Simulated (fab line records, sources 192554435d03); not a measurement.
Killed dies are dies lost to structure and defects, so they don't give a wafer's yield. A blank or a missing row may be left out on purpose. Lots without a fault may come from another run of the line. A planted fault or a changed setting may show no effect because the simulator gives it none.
One fault seen from 3 desks | flow n5_finfet | each desk has only its own numbers; what lay behind them comes last

THE METROLOGY DESK
What the gauges read, lot by lot, whatever tool the lot ran on: means of the sampled wafers that have a number. A lot is out of limits, marked OUT, if its mean lies more than 4 standard deviations from the usual mean; the brackets give that distance. Of its 12 readings 7 are shown: the one that was out of limits first, and those that lie furthest out on some lot.
Columns: A = thk_nm at N5_DUMMY_GATE_THK_MEAS_05, usual 72.4 nm; B = SDB_THK at N5_SDB_THK_MEAS_31, usual 64.6 nm; C = DIBL_N at N5_BEOL_M4_RC_MEAS_101, usual 36.3 mV/V; D = DIBL_P at N5_BEOL_M4_RC_MEAS_101, usual 36.3 mV/V; E = ION_N at N5_BEOL_M4_RC_MEAS_101, usual 672 uA/um; F = ION_P at N5_BEOL_M4_RC_MEAS_101, usual 459 uA/um; G = VT_N at N5_BEOL_M4_RC_MEAS_101, usual 250 mV
lot  | first seen here | A              | B              | C    | D    | E   | F   | G
L696 | day 4 05:22     | 70.8           | 63.1           | 35.9 | 36.8 | 676 | 462 | 249
L697 | day 4 11:12     | 73.0           | 65.1           | 32.8 | 33.0 | 659 | 455 | 254
L701 | day 5 13:29     | 72.9           | 65.1           | 36.2 | 37.6 | 680 | 464 | 247
L703 | day 6 00:23     | 72.3           | 64.4           | 36.9 | 39.0 | 671 | 461 | 249
L704 | day 6 11:28     | 73.4           | 65.7           | 38.7 | 37.6 | 672 | 463 | 248
L709 | day 7 14:05     | 45.0 (-25) OUT | 37.2 (-25) OUT | 36.7 | 36.7 | 673 | 455 | 250
L710 | day 7 18:53     | 46.2 (-24) OUT | 38.4 (-24) OUT | 35.0 | 34.7 | 683 | 458 | 248
L711 | day 8 07:40     | 45.7 (-24) OUT | 37.9 (-24) OUT | 38.4 | 38.6 | 690 | 468 | 245
This desk's finding: out of limits on L709, L710, L711; first on L709, day 7 14:05 (thk_nm at N5_DUMMY_GATE_THK_MEAS_05). In limits: L696, L697, L701, L703, L704.

THE DEFECT DESK
What the inspections along the route counted, lot by lot: means of the sampled wafers that have a number. A lot is out of limits, marked OUT, if its mean lies more than 4 standard deviations from the usual mean; the brackets give that distance.
Columns: A = raw_defect_count at N5_DUMMY_GATE_INSPECT_17, usual 186
lot  | first seen here | A
L696 | day 4 09:49     | 229
L697 | day 4 15:43     | 141
L701 | day 5 17:52     | 151
L703 | day 6 04:53     | 242
L704 | day 6 15:59     | 273
L709 | day 7 18:28     | 223
L710 | day 7 23:23     | 146
L711 | day 8 12:11     | 237
This desk's finding: nothing out of limits on any of the 8 lots.

THE TOOL OWNER'S DESK: lpcvd-01
The tool's own readings at N5_DUMMY_GATE_CVD_03 (deposits a-Si from SiH4, target thk 150 nm, time 8042 s): means of the sampled wafers that have a number, for each lot that ran on this tool. A lot is out of limits, marked OUT, if its mean lies more than 4 standard deviations from the usual mean; the brackets give that distance.
Columns: A = zone_power_upper_pct at N5_DUMMY_GATE_CVD_03, usual 6.1 %
lot  | first seen here | A
L696 | day 4 01:23     | 5.9
L697 | day 4 07:13     | 5.7
L701 | day 5 09:27     | 5.7
L703 | day 5 20:24     | 5.7
L704 | day 6 07:28     | 5.7
L709 | day 7 10:05     | 5.9
L710 | day 7 14:53     | 5.7
L711 | day 7 23:06     | 5.9
This desk's finding: nothing out of limits on any of the 8 lots.

PUT TOGETHER
The metrology desk could have raised an alarm at day 7 14:05, on L709, L710, L711.
The defect desk saw nothing out of limits.
The tool owner's desk saw nothing out of limits.
The defect desk has L709, L710, L711 on record, within its limits.
The tool owner's desk has L709, L710, L711 on record, within its limits.
Of the lots named, all ran N5_DUMMY_GATE_CVD_03 on lpcvd-01.

WHAT THE SIMULATOR HAD PUT IN
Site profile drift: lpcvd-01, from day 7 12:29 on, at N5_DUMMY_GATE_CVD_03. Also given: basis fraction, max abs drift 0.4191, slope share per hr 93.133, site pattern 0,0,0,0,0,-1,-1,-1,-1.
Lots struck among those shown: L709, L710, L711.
Hours from the fault's start to each desk's first reading out of limits: the metrology desk, 2.
